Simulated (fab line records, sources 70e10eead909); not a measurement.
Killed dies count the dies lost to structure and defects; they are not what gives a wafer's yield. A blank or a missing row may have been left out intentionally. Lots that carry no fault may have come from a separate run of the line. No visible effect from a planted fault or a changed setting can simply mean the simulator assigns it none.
What tool caused it?    flow nand_harc    12 lots with 36 wafers sampled at 5 steps, on a route of 1159 steps

## WHAT EACH GAUGE READ, for each wafer
NHARC_A_BONDPAD_THK_MEAS_20: measures by xrf. Usual: thk_nm 170.0 nm, standard deviation 1.3.
lot   measured      on             thk_nm (nm)        flag
L152  day 18 02:53  film_metro-02  168.0 169.6 167.4  
L155  day 18 07:52  film_metro-01  170.9 171.7 169.6  
L160  day 20 16:13  film_metro-02  168.1 168.4 167.9  
L162  day 20 17:43  film_metro-01  170.2 171.2 168.4  
L166  day 21 07:25  film_metro-02  171.1 170.7 169.1  
L165  day 21 11:55  film_metro-02  168.5 168.5 170.7  
L168  day 21 18:35  film_metro-01  169.6 169.5 170.3  
L171  day 22 18:32  film_metro-01  169.8 170.9 171.1  
L169  day 22 23:28  film_metro-01  168.1 169.4 169.9  
L172  day 23 22:29  film_metro-01  170.9 170.9 171.1  
L175  day 23 11:54  film_metro-02  170.3 171.4 168.2  
L174  day 24 05:14  film_metro-02  170.4 172.7 170.7  

NHARC_END_SORT_01. Usual: killed_at_array 28, standard deviation 8.9; killed_at_other 0.8, standard deviation 1.2; killed_at_periphery 3.3, standard deviation 2.3; killed_dies 32, standard deviation 9.4; killed_open 3.2, standard deviation 1.8; killed_short 1.9, standard deviation 1.4.
lot   measured      on         killed_at_array  killed_at_other  killed_at_periphery  killed_dies  killed_open  killed_short  flag
L160  day 22 07:14  prober-02  92 104 104       0 0 0            6 4 4                98 108 108   3 6 3        3 1 4         OFF
L162  day 21 22:43  prober-01  101 104 113      1 0 1            5 3 5                107 107 119  4 4 5        1 0 4         OFF

## WHICH TOOL RAN EACH LOT (tool, then ch and the chambers of the sampled wafers, then the start)
lot   NHARC_A_ONON_D1_DEP_12            NHARC_A_M1_ANNEAL_31              NHARC_A_M1_CMP_23
L152  pecvd_onon-03 ch 0, day 7 06:07   rtp_anneal-01 ch 0, day 17 21:40  cmp-02 ch 1,2, day 17 21:55
L155  pecvd_onon-02 ch 0, day 7 23:14   rtp_anneal-02 ch 0, day 18 02:28  cmp-04 ch 2,3, day 18 02:46
L160  pecvd_onon-03 ch 0, day 9 18:38   rtp_anneal-02 ch 0, day 20 11:04  cmp-04 ch 1,2,3, day 20 11:23
L162  pecvd_onon-03 ch 0, day 10 03:02  rtp_anneal-02 ch 0, day 20 12:26  cmp-01 ch 0,2,3, day 20 12:46
L166  pecvd_onon-02 ch 0, day 10 18:44  rtp_anneal-02 ch 0, day 21 01:49  cmp-01 ch 1,2,3, day 21 02:11
L165  pecvd_onon-01 ch 0, day 10 18:45  rtp_anneal-01 ch 0, day 21 06:25  cmp-01 ch 0,2,3, day 21 06:46
L168  pecvd_onon-02 ch 0, day 11 16:08  rtp_anneal-02 ch 0, day 21 12:24  cmp-04 ch 0,2, day 21 12:44
L171  pecvd_onon-02 ch 0, day 11 23:08  rtp_anneal-02 ch 0, day 22 12:56  cmp-02 ch 0,1,3, day 22 13:17
L169  pecvd_onon-01 ch 0, day 11 23:10  rtp_anneal-02 ch 0, day 22 18:10  cmp-01 ch 1,2,3, day 22 18:31
L172  pecvd_onon-01 ch 0, day 12 13:18  rtp_anneal-02 ch 0, day 23 16:46  cmp-02 ch 0,1,2, day 23 17:05
L175  pecvd_onon-03 ch 0, day 12 23:10  rtp_anneal-01 ch 0, day 23 06:36  cmp-01 ch 1,2,3, day 23 06:58
L174  pecvd_onon-02 ch 0, day 12 23:11  rtp_anneal-01 ch 0, day 23 23:53  cmp-01 ch 1,2, day 24 00:16
- NHARC_A_ONON_D1_DEP_12: target thk 1000 nm.
- NHARC_A_M1_ANNEAL_31: time 90 s.
- NHARC_A_M1_CMP_23: polishes, t overpolish 20 s, target thk 154.34 nm.

## AS READ BY THE TOOLS THEMSELVES (means over the sampled wafers that have a number; for cases with no such wafer, the mark the record gives instead)
NHARC_A_ONON_D1_DEP_12. Usual: n2_flow_sccm 2751 sccm, standard deviation 6.9.
lot   tool           n2_flow_sccm (sccm)  flag
L152  pecvd_onon-03  2753                 
L155  pecvd_onon-02  2750                 
L160  pecvd_onon-03  2740                 
L162  pecvd_onon-03  2746                 
L166  pecvd_onon-02  2758                 
L165  pecvd_onon-01  2744                 
L168  pecvd_onon-02  2744                 
L171  pecvd_onon-02  2755                 
L169  pecvd_onon-01  2748                 
L172  pecvd_onon-01  2750                 
L175  pecvd_onon-03  2749                 
L174  pecvd_onon-02  2746                 

NHARC_A_M1_ANNEAL_31. Usual: wafer_temp_C_max 226.0, standard deviation 0.34.
lot   tool           wafer_temp_C_max  flag
L152  rtp_anneal-01  226.6             
L155  rtp_anneal-02  225.9             
L160  rtp_anneal-02  225.6             
L162  rtp_anneal-02  225.9             
L166  rtp_anneal-02  225.6             
L165  rtp_anneal-01  226.1             
L168  rtp_anneal-02  226.0             
L171  rtp_anneal-02  226.0             
L169  rtp_anneal-02  225.7             
L172  rtp_anneal-02  225.9             
L175  rtp_anneal-01  226.4             
L174  rtp_anneal-01  226.3             

NHARC_A_M1_CMP_23. Usual: edge_zone_pressure_frac 1.000, standard deviation 0.0052; motor_current_A 12.0 A, standard deviation 1.2; time_to_endpoint_s 29.1 s, standard deviation 2.3.
lot   tool    edge_zone_pressure_frac  motor_current_A (A)  time_to_endpoint_s (s)  flag
L152  cmp-02  1.001                    12.2                 32.2                    
L155  cmp-04  1.002                    12.6                 29.7                    
L160  cmp-04  0.996                    12.7                 31.7                    
L162  cmp-01  1.001                    12.3                 25.4                    
L166  cmp-01  0.995                    11.1                 25.8                    
L165  cmp-01  0.997                    12.7                 30.0                    
L168  cmp-04  1.004                    11.7                 28.2                    
L171  cmp-02  0.996                    12.6                 27.1                    
L169  cmp-01  1.002                    11.3                 29.2                    
L172  cmp-02  0.997                    12.5                 28.7                    
L175  cmp-01  1.000                    11.2                 30.4                    
L174  cmp-01  1.002                    11.4                 30.9                    

## THE ANSWER, worked out from the rows above alone
Rule: a lot is off if the mean of its wafers that have a number lies more than 3 standard deviations from the usual mean. A lot without any number at a reading at which 4 lots or more have one is off too. Where the step has rows for the other lots, those lots are counted as sound. Order of review: gauges by route order, followed by the tools' own readings, for which a lot's mean as printed above is used. At the first step where some lot is off, the reading lying furthest off is the one used; lots without a number count as furthest.
Off, at NHARC_END_SORT_01 on killed_at_array: L160, L162. Neither off nor sound, because the step has no rows for them: L152, L155, L166, L165, L168, L171, L169, L172, L175, L174.
If a tool, at a process step before that reading, ran all the lots that are off and no sound lot after the first of them, it fits. The gauges at NHARC_END_SORT_01 are tried like those tools. Undecided on this evidence; 2 tools fit (pecvd_onon-03 at NHARC_A_ONON_D1_DEP_12, rtp_anneal-02 at NHARC_A_M1_ANNEAL_31).

## WHAT THE SIMULATOR HAD PUT IN
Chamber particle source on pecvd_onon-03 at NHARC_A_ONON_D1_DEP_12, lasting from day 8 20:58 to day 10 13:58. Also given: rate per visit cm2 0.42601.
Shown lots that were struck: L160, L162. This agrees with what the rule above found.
